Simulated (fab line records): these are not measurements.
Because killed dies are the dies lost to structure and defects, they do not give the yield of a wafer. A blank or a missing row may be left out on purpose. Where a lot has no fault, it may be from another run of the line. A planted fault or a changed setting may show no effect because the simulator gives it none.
Chamber matching || flow n5-finfet || N5_BEOL_M7_STRIP_67 on rie-diel-04 has 4 sister chambers
The step strips in CF4. 20 wafers are shown with their chamber, then 10 later ones without.

== WAFERS PAIRED WITH THEIR CHAMBERS ==
{"wafer": "L074.2", "chamber": 1, "drypump-motor-current-A (A)": 5.3, "showerhead-plenum-p-Torr (Torr)": 1.74, "throttle-valve-pct (%)": 13.24}
{"wafer": "L074.5", "chamber": 0, "drypump-motor-current-A (A)": 5.9, "showerhead-plenum-p-Torr (Torr)": 1.66, "throttle-valve-pct (%)": 13.62}
{"wafer": "L074.6", "chamber": 3, "drypump-motor-current-A (A)": 6.2, "showerhead-plenum-p-Torr (Torr)": 1.78, "throttle-valve-pct (%)": 13.65}
{"wafer": "L077.1", "chamber": 2, "drypump-motor-current-A (A)": 5.2, "showerhead-plenum-p-Torr (Torr)": 1.78, "throttle-valve-pct (%)": 13.28}
{"wafer": "L077.3", "chamber": 3, "drypump-motor-current-A (A)": 6.2, "showerhead-plenum-p-Torr (Torr)": 1.78, "throttle-valve-pct (%)": 13.64}
{"wafer": "L077.6", "chamber": 2, "drypump-motor-current-A (A)": 5.2, "showerhead-plenum-p-Torr (Torr)": 1.78, "throttle-valve-pct (%)": 13.27}
{"wafer": "L075.1", "chamber": 0, "drypump-motor-current-A (A)": 5.9, "showerhead-plenum-p-Torr (Torr)": 1.66, "throttle-valve-pct (%)": 13.60}
{"wafer": "L075.2", "chamber": 2, "drypump-motor-current-A (A)": 5.2, "showerhead-plenum-p-Torr (Torr)": 1.78, "throttle-valve-pct (%)": 13.24}
{"wafer": "L075.6", "chamber": 2, "drypump-motor-current-A (A)": 5.1, "showerhead-plenum-p-Torr (Torr)": 1.78, "throttle-valve-pct (%)": 13.27}
{"wafer": "L080.3", "chamber": 3, "drypump-motor-current-A (A)": 6.3, "showerhead-plenum-p-Torr (Torr)": 1.78, "throttle-valve-pct (%)": 13.66}
{"wafer": "L080.4", "chamber": 3, "drypump-motor-current-A (A)": 6.2, "showerhead-plenum-p-Torr (Torr)": 1.78, "throttle-valve-pct (%)": 13.65}
{"wafer": "L080.5", "chamber": 2, "drypump-motor-current-A (A)": 5.2, "showerhead-plenum-p-Torr (Torr)": 1.78, "throttle-valve-pct (%)": 13.26}
{"wafer": "L084.1", "chamber": 3, "drypump-motor-current-A (A)": 6.2, "showerhead-plenum-p-Torr (Torr)": 1.78, "throttle-valve-pct (%)": 13.67}
{"wafer": "L084.3", "chamber": 1, "drypump-motor-current-A (A)": 5.3, "showerhead-plenum-p-Torr (Torr)": 1.74, "throttle-valve-pct (%)": 13.27}
{"wafer": "L084.5", "chamber": 1, "drypump-motor-current-A (A)": 5.3, "showerhead-plenum-p-Torr (Torr)": 1.74, "throttle-valve-pct (%)": 13.26}
{"wafer": "L086.3", "chamber": 3, "drypump-motor-current-A (A)": 6.2, "showerhead-plenum-p-Torr (Torr)": 1.77, "throttle-valve-pct (%)": 13.69}
{"wafer": "L086.5", "chamber": 2, "drypump-motor-current-A (A)": 5.1, "showerhead-plenum-p-Torr (Torr)": 1.78, "throttle-valve-pct (%)": 13.30}
{"wafer": "L086.6", "chamber": 1, "drypump-motor-current-A (A)": 5.3, "showerhead-plenum-p-Torr (Torr)": 1.73, "throttle-valve-pct (%)": 13.29}
{"wafer": "L088.2", "chamber": 1, "drypump-motor-current-A (A)": 5.3, "showerhead-plenum-p-Torr (Torr)": 1.73, "throttle-valve-pct (%)": 13.31}
{"wafer": "L088.3", "chamber": 3, "drypump-motor-current-A (A)": 6.2, "showerhead-plenum-p-Torr (Torr)": 1.77, "throttle-valve-pct (%)": 13.68}

SIGNATURES, as means of the wafers listed above
{"reading": "drypump-motor-current-A", "chamber 0": 5.900, "chamber 1": 5.300, "chamber 2": 5.167, "chamber 3": 6.214, "scatter within a chamber": 0.037}
{"reading": "showerhead-plenum-p-Torr", "chamber 0": 1.6600, "chamber 1": 1.7360, "chamber 2": 1.7800, "chamber 3": 1.7771, "scatter within a chamber": 0.00405}
{"reading": "throttle-valve-pct", "chamber 0": 13.6100, "chamber 1": 13.2740, "chamber 2": 13.2700, "chamber 3": 13.6629, "scatter within a chamber": 0.021}
Rule: for a wafer and a chamber, the distance is found by dividing, reading by reading, the gap between the wafer's reading and the chamber's mean by the reading's scatter, squaring, summing and taking the root. The wafer belongs to the nearest chamber; if the next one is less than 2 further off, it can't be placed. How the scatter is found: for the shown wafers, subtract from each reading the mean of its chamber, square and add these, divide the total by (wafers less chambers), then take the root.

== WAFERS WITHOUT THEIR CHAMBER ==
{"wafer": "L088.6", "drypump-motor-current-A (A)": 5.9, "showerhead-plenum-p-Torr (Torr)": 1.66, "throttle-valve-pct (%)": 13.62}
{"wafer": "L087.2", "drypump-motor-current-A (A)": 5.3, "showerhead-plenum-p-Torr (Torr)": 1.73, "throttle-valve-pct (%)": 13.28}
{"wafer": "L087.4", "drypump-motor-current-A (A)": 5.1, "showerhead-plenum-p-Torr (Torr)": 1.77, "throttle-valve-pct (%)": 13.31}
{"wafer": "L087.5", "drypump-motor-current-A (A)": 5.9, "showerhead-plenum-p-Torr (Torr)": 1.66, "throttle-valve-pct (%)": 13.66}
{"wafer": "L093.2", "drypump-motor-current-A (A)": 5.3, "showerhead-plenum-p-Torr (Torr)": 1.73, "throttle-valve-pct (%)": 13.31}
{"wafer": "L093.3", "drypump-motor-current-A (A)": 6.2, "showerhead-plenum-p-Torr (Torr)": 1.77, "throttle-valve-pct (%)": 13.70}
{"wafer": "L093.4", "drypump-motor-current-A (A)": 6.2, "showerhead-plenum-p-Torr (Torr)": 1.77, "throttle-valve-pct (%)": 13.73}
{"wafer": "L097.1", "drypump-motor-current-A (A)": 5.1, "showerhead-plenum-p-Torr (Torr)": 1.77, "throttle-valve-pct (%)": 13.35}
{"wafer": "L097.4", "drypump-motor-current-A (A)": 5.3, "showerhead-plenum-p-Torr (Torr)": 1.73, "throttle-valve-pct (%)": 13.35}
{"wafer": "L097.5", "drypump-motor-current-A (A)": 5.1, "showerhead-plenum-p-Torr (Torr)": 1.77, "throttle-valve-pct (%)": 13.35}

== EACH ONE'S CHAMBER ==
{"wafer": "L088.6", "from the rows above": 0, "in truth": 0}
{"wafer": "L087.2", "from the rows above": 1, "in truth": 1}
{"wafer": "L087.4", "from the rows above": 2, "in truth": 2}
{"wafer": "L087.5", "from the rows above": 0, "in truth": 0}
{"wafer": "L093.2", "from the rows above": 1, "in truth": 1}
{"wafer": "L093.3", "from the rows above": 3, "in truth": 3}
{"wafer": "L093.4", "from the rows above": 3, "in truth": 3}
{"wafer": "L097.1", "from the rows above": 2, "in truth": 2}
{"wafer": "L097.4", "from the rows above": 1, "in truth": 1}
{"wafer": "L097.5", "from the rows above": 2, "in truth": 2}
Placed correctly: 10 of 10. From these rows, 0 cannot be placed. Placed wrongly: 0.
